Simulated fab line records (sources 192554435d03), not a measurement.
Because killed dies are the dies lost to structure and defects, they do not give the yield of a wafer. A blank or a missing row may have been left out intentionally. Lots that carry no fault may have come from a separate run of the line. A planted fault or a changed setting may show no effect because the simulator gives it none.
Matching of chambers -- flow n5-finfet -- rie-diel-06 running N5_BEOL_M11_STRIP_19: 4 sister chambers
The step strips in O2. 18 wafers are shown with their chamber, then 9 later ones without.

== WAFERS PAIRED WITH THEIR CHAMBERS ==
wafer,chamber,showerhead-plenum-p-Torr (Torr),drypump-motor-current-A (A),throttle-valve-pct (%)
L075.4,2,2.06,4.7,17.01
L075.5,2,2.06,4.7,17.01
L075.6,1,2.18,5.4,16.48
L079.1,0,1.97,6.2,17.12
L079.2,1,2.18,5.4,16.49
L079.6,1,2.18,5.4,16.48
L081.1,0,1.97,6.3,17.10
L081.3,1,2.18,5.4,16.49
L081.6,0,1.97,6.2,17.11
L083.1,1,2.18,5.4,16.51
L083.4,0,1.96,6.3,17.13
L083.5,3,2.10,4.7,16.79
L087.3,2,2.06,4.8,16.55
L087.5,2,2.06,4.8,16.54
L087.6,1,2.17,5.4,16.52
L088.1,3,2.10,4.7,16.79
L088.5,1,2.17,5.4,16.56
L088.6,2,2.06,4.7,16.52

SIGNATURES (averages over the wafers above)
reading,chamber 0,chamber 1,chamber 2,chamber 3,scatter within a chamber
showerhead-plenum-p-Torr,1.9675,2.1771,2.0600,2.1000,0.00394
drypump-motor-current-A,6.250,5.400,4.740,4.700,0.0396
throttle-valve-pct,17.1150,16.5043,16.7260,16.7900,0.14
Rule: for a wafer and a chamber, the distance is found by dividing, reading by reading, the gap between the wafer's reading and the chamber's mean by the reading's scatter, squaring, summing and taking the root. The wafer belongs to the nearest chamber; if the next one is less than 2 further off, it can't be placed. The scatter is the square root of a quotient: the sum, over the shown wafers, of each reading's squared deviation from its chamber's mean, divided by wafers minus chambers.

== WAFERS WHOSE CHAMBER IS MISSING ==
wafer,showerhead-plenum-p-Torr (Torr),drypump-motor-current-A (A),throttle-valve-pct (%)
L091.2,2.06,4.8,16.56
L091.5,2.22,6.2,16.66
L091.6,2.06,4.7,16.53
L095.2,2.22,6.2,16.66
L095.5,2.17,5.3,16.55
L095.6,2.05,4.7,16.53
L096.4,2.05,4.8,16.55
L096.5,2.17,5.4,16.55
L096.6,2.22,6.2,16.69

== WHICH CHAMBER EACH ONE RAN IN ==
wafer,from the rows above,in truth
L091.2,2,2
L091.5,1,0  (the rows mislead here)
L091.6,2,2
L095.2,1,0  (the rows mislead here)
L095.5,1,1
L095.6,2,2
L096.4,2,2
L096.5,1,1
L096.6,1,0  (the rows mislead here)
6 of 9 placed correctly. Not placeable from these rows: 0. Number placed wrongly: 3.
